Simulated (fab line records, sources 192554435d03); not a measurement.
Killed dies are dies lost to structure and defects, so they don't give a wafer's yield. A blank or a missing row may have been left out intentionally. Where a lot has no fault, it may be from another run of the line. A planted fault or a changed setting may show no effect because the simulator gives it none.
Which of the tools did it? :: flow n5_finfet :: 11 lots with 33 wafers sampled at 5 steps, on a route of 1938 steps

WHAT EACH GAUGE READ, for each wafer
The record holds no reading of a measuring or inspecting step that can be judged against a usual standard deviation.

WHICH TOOL RAN EACH LOT (tool, then ch and the chambers of the sampled wafers, then the start)
lot: L703
N5_MOL_CONTACT_COAG_ALD_20: ald_metal-03 ch 2,3, day 5 07:02
N5_MIM_BOT_ETCH_ETCH_03: rie_metal-02 ch 0,1, day 11 22:58
N5_PASSIVATION_PASS_ETCH_74: rie_diel-04 ch 0,1, day 12 00:27
N5_PASSIVATION_PRE_CLEAN_19: pvd_sputter-03, day 12 01:26
N5_PASSIVATION_PROBE_49: -

lot: L705
N5_MOL_CONTACT_COAG_ALD_20: ald_metal-04 ch 0,2, day 5 12:16
N5_MIM_BOT_ETCH_ETCH_03: rie_metal-03 ch 0,1, day 12 03:55
N5_PASSIVATION_PASS_ETCH_74: rie_diel-04 ch 0,1, day 12 05:41
N5_PASSIVATION_PRE_CLEAN_19: pvd_sputter-03, day 12 08:04
N5_PASSIVATION_PROBE_49: -

lot: L706
N5_MOL_CONTACT_COAG_ALD_20: ald_metal-03 ch 0,3, day 5 20:21
N5_MIM_BOT_ETCH_ETCH_03: rie_metal-02 ch 0,1, day 12 17:50
N5_PASSIVATION_PASS_ETCH_74: rie_diel-02 ch 0,1,3, day 12 19:28
N5_PASSIVATION_PRE_CLEAN_19: pvd_sputter-02, day 12 21:43
N5_PASSIVATION_PROBE_49: -

lot: L708
N5_MOL_CONTACT_COAG_ALD_20: ald_metal-04 ch 2,3, day 6 03:03
N5_MIM_BOT_ETCH_ETCH_03: rie_metal-03 ch 0,1, day 12 18:30
N5_PASSIVATION_PASS_ETCH_74: rie_diel-04 ch 1,3, day 12 21:49
N5_PASSIVATION_PRE_CLEAN_19: pvd_sputter-03, day 12 22:42
N5_PASSIVATION_PROBE_49: -

lot: L709
N5_MOL_CONTACT_COAG_ALD_20: ald_metal-02 ch 0,2, day 6 08:19
N5_MIM_BOT_ETCH_ETCH_03: rie_metal-02 ch 0,1, day 12 20:54
N5_PASSIVATION_PASS_ETCH_74: rie_diel-04 ch 1,3, day 12 23:04
N5_PASSIVATION_PRE_CLEAN_19: pvd_sputter-01, day 13 00:29
N5_PASSIVATION_PROBE_49: -

lot: L711
N5_MOL_CONTACT_COAG_ALD_20: ald_metal-04 ch 0,2,3, day 6 19:00
N5_MIM_BOT_ETCH_ETCH_03: rie_metal-02 ch 0,1, day 13 16:52
N5_PASSIVATION_PASS_ETCH_74: rie_diel-06 ch 1,3, day 13 20:01
N5_PASSIVATION_PRE_CLEAN_19: pvd_sputter-03, day 13 20:41
N5_PASSIVATION_PROBE_49: -

lot: L712
N5_MOL_CONTACT_COAG_ALD_20: ald_metal-03 ch 1,2,3, day 7 08:23
N5_MIM_BOT_ETCH_ETCH_03: rie_metal-01 ch 0,1, day 13 16:58
N5_PASSIVATION_PASS_ETCH_74: rie_diel-02 ch 1,2,3, day 13 20:03
N5_PASSIVATION_PRE_CLEAN_19: pvd_sputter-03, day 13 21:04
N5_PASSIVATION_PROBE_49: -

lot: L713
N5_MOL_CONTACT_COAG_ALD_20: ald_metal-03 ch 1,3, day 7 13:49
N5_MIM_BOT_ETCH_ETCH_03: rie_metal-01 ch 0,1, day 14 01:25
N5_PASSIVATION_PASS_ETCH_74: rie_diel-04 ch 1,3, day 14 02:58
N5_PASSIVATION_PRE_CLEAN_19: pvd_sputter-02, day 14 03:50
N5_PASSIVATION_PROBE_49: -

lot: L714
N5_MOL_CONTACT_COAG_ALD_20: ald_metal-03 ch 0,2, day 8 00:03
N5_MIM_BOT_ETCH_ETCH_03: rie_metal-01 ch 0, day 14 04:21
N5_PASSIVATION_PASS_ETCH_74: rie_diel-06 ch 1,3, day 14 06:03
N5_PASSIVATION_PRE_CLEAN_19: pvd_sputter-03, day 14 06:53
N5_PASSIVATION_PROBE_49: prober-02, day 14 12:37

lot: L717
N5_MOL_CONTACT_COAG_ALD_20: ald_metal-03 ch 0,1,2, day 8 10:26
N5_MIM_BOT_ETCH_ETCH_03: rie_metal-03 ch 0,1, day 14 17:17
N5_PASSIVATION_PASS_ETCH_74: rie_diel-06 ch 0,1,2, day 14 18:47
N5_PASSIVATION_PRE_CLEAN_19: pvd_sputter-01, day 14 19:44
N5_PASSIVATION_PROBE_49: prober-02, day 15 01:24

lot: L724
N5_MOL_CONTACT_COAG_ALD_20: ald_metal-04 ch 0,2, day 10 01:17
N5_MIM_BOT_ETCH_ETCH_03: rie_metal-01 ch 0,1, day 17 20:00
N5_PASSIVATION_PASS_ETCH_74: rie_diel-02 ch 0,1,2, day 17 21:53
N5_PASSIVATION_PRE_CLEAN_19: pvd_sputter-03, day 17 22:51
N5_PASSIVATION_PROBE_49: -
- N5_MOL_CONTACT_COAG_ALD_20: deposits TiN, target thk 1.5 nm, pulse time 1 s, purge time 3 s.
- N5_MIM_BOT_ETCH_ETCH_03: etches the open film in Cl2/BCl3, target depth 12 nm.
- N5_PASSIVATION_PASS_ETCH_74: etches SiNx in CF4/O2, target depth 220 nm, time 110 s.
- N5_PASSIVATION_PRE_CLEAN_19
- N5_PASSIVATION_PROBE_49

WHAT THE TOOLS THEMSELVES READ (means of the sampled wafers that have a number; where no wafer has one, the mark that the record gives instead)
N5_MOL_CONTACT_COAG_ALD_20. Usual: heater_power_w 878 W, standard deviation 89; precursor_pulse_height_rel 1.000, standard deviation 0.019.
lot: L703
tool: ald_metal-03
heater_power_w (W): 789
precursor_pulse_height_rel: 1.013
flag: 

lot: L705
tool: ald_metal-04
heater_power_w (W): 907
precursor_pulse_height_rel: 0.992
flag: 

lot: L706
tool: ald_metal-03
heater_power_w (W): 806
precursor_pulse_height_rel: 1.003
flag: 

lot: L708
tool: ald_metal-04
heater_power_w (W): 897
precursor_pulse_height_rel: 0.996
flag: 

lot: L709
tool: ald_metal-02
heater_power_w (W): 975
precursor_pulse_height_rel: 0.995
flag: 

lot: L711
tool: ald_metal-04
heater_power_w (W): 889
precursor_pulse_height_rel: 1.003
flag: 

lot: L712
tool: ald_metal-03
heater_power_w (W): 840
precursor_pulse_height_rel: 0.996
flag: 

lot: L713
tool: ald_metal-03
heater_power_w (W): 784
precursor_pulse_height_rel: 1.009
flag: 

lot: L714
tool: ald_metal-03
heater_power_w (W): 849
precursor_pulse_height_rel: 1.005
flag: 

lot: L717
tool: ald_metal-03
heater_power_w (W): 896
precursor_pulse_height_rel: 0.995
flag: 

lot: L724
tool: ald_metal-04
heater_power_w (W): 924
precursor_pulse_height_rel: 0.996
flag: 

N5_MIM_BOT_ETCH_ETCH_03. Usual: drypump_motor_current_A 6.0 A, standard deviation 0.36; oes_product_au 0.72 a.u., standard deviation 0.084; throttle_valve_pct 27.8 %, standard deviation 0.36.
lot: L703
tool: rie_metal-02
drypump_motor_current_A (A): 6.2
oes_product_au (a.u.): 0.73
throttle_valve_pct (%): 27.2
flag: 

lot: L705
tool: rie_metal-03
drypump_motor_current_A (A): 6.2
oes_product_au (a.u.): 0.73
throttle_valve_pct (%): 27.8
flag: 

lot: L706
tool: rie_metal-02
drypump_motor_current_A (A): 6.0
oes_product_au (a.u.): 0.78
throttle_valve_pct (%): 27.2
flag: 

lot: L708
tool: rie_metal-03
drypump_motor_current_A (A): 5.9
oes_product_au (a.u.): 0.76
throttle_valve_pct (%): 27.8
flag: 

lot: L709
tool: rie_metal-02
drypump_motor_current_A (A): 6.2
oes_product_au (a.u.): 0.73
throttle_valve_pct (%): 27.2
flag: 

lot: L711
tool: rie_metal-02
drypump_motor_current_A (A): 6.2
oes_product_au (a.u.): 0.73
throttle_valve_pct (%): 27.2
flag: 

lot: L712
tool: rie_metal-01
drypump_motor_current_A (A): 6.0
oes_product_au (a.u.): 0.65
throttle_valve_pct (%): 28.0
flag: 

lot: L713
tool: rie_metal-01
drypump_motor_current_A (A): 6.0
oes_product_au (a.u.): 0.65
throttle_valve_pct (%): 28.0
flag: 

lot: L714
tool: rie_metal-01
drypump_motor_current_A (A): 5.8
oes_product_au (a.u.): 0.60
throttle_valve_pct (%): 28.3
flag: 

lot: L717
tool: rie_metal-03
drypump_motor_current_A (A): 6.2
oes_product_au (a.u.): 0.72
throttle_valve_pct (%): 27.9
flag: 

lot: L724
tool: rie_metal-01
drypump_motor_current_A (A): 6.0
oes_product_au (a.u.): 0.73
throttle_valve_pct (%): 28.0
flag: 

N5_PASSIVATION_PASS_ETCH_74. Usual: drypump_motor_current_A 5.6 A, standard deviation 0.35; oes_product_au 0.79 a.u., standard deviation 0.083; rf_vpp_V 239 V, standard deviation 4.3; showerhead_plenum_p_Torr 2.19 Torr, standard deviation 0.053; throttle_valve_pct 15.96 %, standard deviation 0.24.
lot: L703
tool: rie_diel-04
drypump_motor_current_A (A): 5.8
oes_product_au (a.u.): 0.75
rf_vpp_V (V): 242
showerhead_plenum_p_Torr (Torr): 2.15
throttle_valve_pct (%): 15.86
flag: 

lot: L705
tool: rie_diel-04
drypump_motor_current_A (A): 5.8
oes_product_au (a.u.): 0.75
rf_vpp_V (V): 242
showerhead_plenum_p_Torr (Torr): 2.14
throttle_valve_pct (%): 15.87
flag: 

lot: L706
tool: rie_diel-02
drypump_motor_current_A (A): 5.6
oes_product_au (a.u.): 0.83
rf_vpp_V (V): 237
showerhead_plenum_p_Torr (Torr): 2.22
throttle_valve_pct (%): 15.99
flag: 

lot: L708
tool: rie_diel-04
drypump_motor_current_A (A): 5.5
oes_product_au (a.u.): 0.73
rf_vpp_V (V): 247
showerhead_plenum_p_Torr (Torr): 2.22
throttle_valve_pct (%): 15.95
flag: 

lot: L709
tool: rie_diel-04
drypump_motor_current_A (A): 5.6
oes_product_au (a.u.): 0.76
rf_vpp_V (V): 246
showerhead_plenum_p_Torr (Torr): 2.18
throttle_valve_pct (%): 15.89
flag: 

lot: L711
tool: rie_diel-06
drypump_motor_current_A (A): 5.4
oes_product_au (a.u.): 0.73
rf_vpp_V (V): 236
showerhead_plenum_p_Torr (Torr): 2.16
throttle_valve_pct (%): 16.20
flag: 

lot: L712
tool: rie_diel-02
drypump_motor_current_A (A): 5.6
oes_product_au (a.u.): 0.77
rf_vpp_V (V): 233
showerhead_plenum_p_Torr (Torr): 2.20
throttle_valve_pct (%): 15.95
flag: 

lot: L713
tool: rie_diel-04
drypump_motor_current_A (A): 5.7
oes_product_au (a.u.): 0.74
rf_vpp_V (V): 245
showerhead_plenum_p_Torr (Torr): 2.17
throttle_valve_pct (%): 15.90
flag: 

lot: L714
tool: rie_diel-06
drypump_motor_current_A (A): 5.5
oes_product_au (a.u.): 0.73
rf_vpp_V (V): 237
showerhead_plenum_p_Torr (Torr): 2.12
throttle_valve_pct (%): 16.27
flag: 

lot: L717
tool: rie_diel-06
drypump_motor_current_A (A): 5.5
oes_product_au (a.u.): 0.82
rf_vpp_V (V): 240
showerhead_plenum_p_Torr (Torr): 2.19
throttle_valve_pct (%): 15.93
flag: 

lot: L724
tool: rie_diel-02
drypump_motor_current_A (A): 5.7
oes_product_au (a.u.): 0.86
rf_vpp_V (V): 238
showerhead_plenum_p_Torr (Torr): 2.20
throttle_valve_pct (%): 15.93
flag: 

N5_PASSIVATION_PRE_CLEAN_19. Usual: heater_power_w 471 W, standard deviation 39.
lot: L703
tool: pvd_sputter-03
heater_power_w (W): 475
flag: 

lot: L705
tool: pvd_sputter-03
heater_power_w (W): 482
flag: 

lot: L706
tool: pvd_sputter-02
heater_power_w (W): 458
flag: 

lot: L708
tool: pvd_sputter-03
heater_power_w (W): 455
flag: 

lot: L709
tool: pvd_sputter-01
heater_power_w (W): 498
flag: 

lot: L711
tool: pvd_sputter-03
heater_power_w (W): 435
flag: 

lot: L712
tool: pvd_sputter-03
heater_power_w (W): 461
flag: 

lot: L713
tool: pvd_sputter-02
heater_power_w (W): 447
flag: 

lot: L714
tool: pvd_sputter-03
heater_power_w (W): 455
flag: 

lot: L717
tool: pvd_sputter-01
heater_power_w (W): 505
flag: 

lot: L724
tool: pvd_sputter-03
heater_power_w (W): 453
flag: 

N5_PASSIVATION_PROBE_49. Usual: defect_limited_yield 91.1 %, standard deviation 1.3; killed_at_M0_to_M3 35, standard deviation 11; killed_at_M4_up 13, standard deviation 5.4; killed_at_contacts 14, standard deviation 6.5; killed_at_front_end 41, standard deviation 11; killed_at_other 4, standard deviation 3.1; killed_dies 106, standard deviation 15; killed_on_rim 14, standard deviation 3.7; killed_open 69, standard deviation 12; killed_short 35, standard deviation 7; sort_bin_4_leakage 0.01 %, standard deviation 0.078; sort_bin_5_function 5.2 %, standard deviation 0.86; sort_bin_6_memory 3.4 %, standard deviation 0.64; sort_n_pass 1074, standard deviation 15; sort_yield_pct 91.0 %, standard deviation 1.3.
lot: L714
tool: prober-02
defect_limited_yield (%): 86.3
killed_at_M0_to_M3: 33
killed_at_M4_up: 13
killed_at_contacts: 74
killed_at_front_end: 37
killed_at_other: 5
killed_dies: 162
killed_on_rim: 28
killed_open: 64
killed_short: 35
sort_bin_4_leakage (%): 0.00
sort_bin_5_function (%): 8.6
sort_bin_6_memory (%): 4.0
sort_n_pass: 1018
sort_yield_pct (%): 86.3
flag: OFF

lot: L717
tool: prober-02
defect_limited_yield (%): 84.5
killed_at_M0_to_M3: 42
killed_at_M4_up: 9
killed_at_contacts: 92
killed_at_front_end: 37
killed_at_other: 3
killed_dies: 183
killed_on_rim: 27
killed_open: 70
killed_short: 38
sort_bin_4_leakage (%): 0.00
sort_bin_5_function (%): 9.6
sort_bin_6_memory (%): 4.4
sort_n_pass: 997
sort_yield_pct (%): 84.5
flag: OFF

THE ANSWER, worked out from the rows above alone
Rule: lot off if the mean of its wafers having a number is beyond 3 standard deviations from the usual mean. A lot without any number at a reading at which 4 lots or more have one is off too. Where the step has rows for the other lots, those lots are counted as sound. First the gauges in route order, then the tools' own readings, where a lot's mean is used as printed above. The first step at which some lot is off is used, and at that step the reading that is off furthest; a lot without a number counts as furthest.
Off, at N5_PASSIVATION_PROBE_49 on killed_at_contacts: L714, L717. Neither off nor sound, because the step has no rows for them: L703, L705, L706, L708, L709, L711, L712, L713, L724.
If a tool, at that step or one of the process steps before it, ran each lot that is off and ran no sound lot following the first of them, it fits. Can't be told from this: 3 tools fit, ald_metal-03 at N5_MOL_CONTACT_COAG_ALD_20, rie_diel-06 at N5_PASSIVATION_PASS_ETCH_74, prober-02 at N5_PASSIVATION_PROBE_49.

WHAT THE SIMULATOR HAD PUT IN
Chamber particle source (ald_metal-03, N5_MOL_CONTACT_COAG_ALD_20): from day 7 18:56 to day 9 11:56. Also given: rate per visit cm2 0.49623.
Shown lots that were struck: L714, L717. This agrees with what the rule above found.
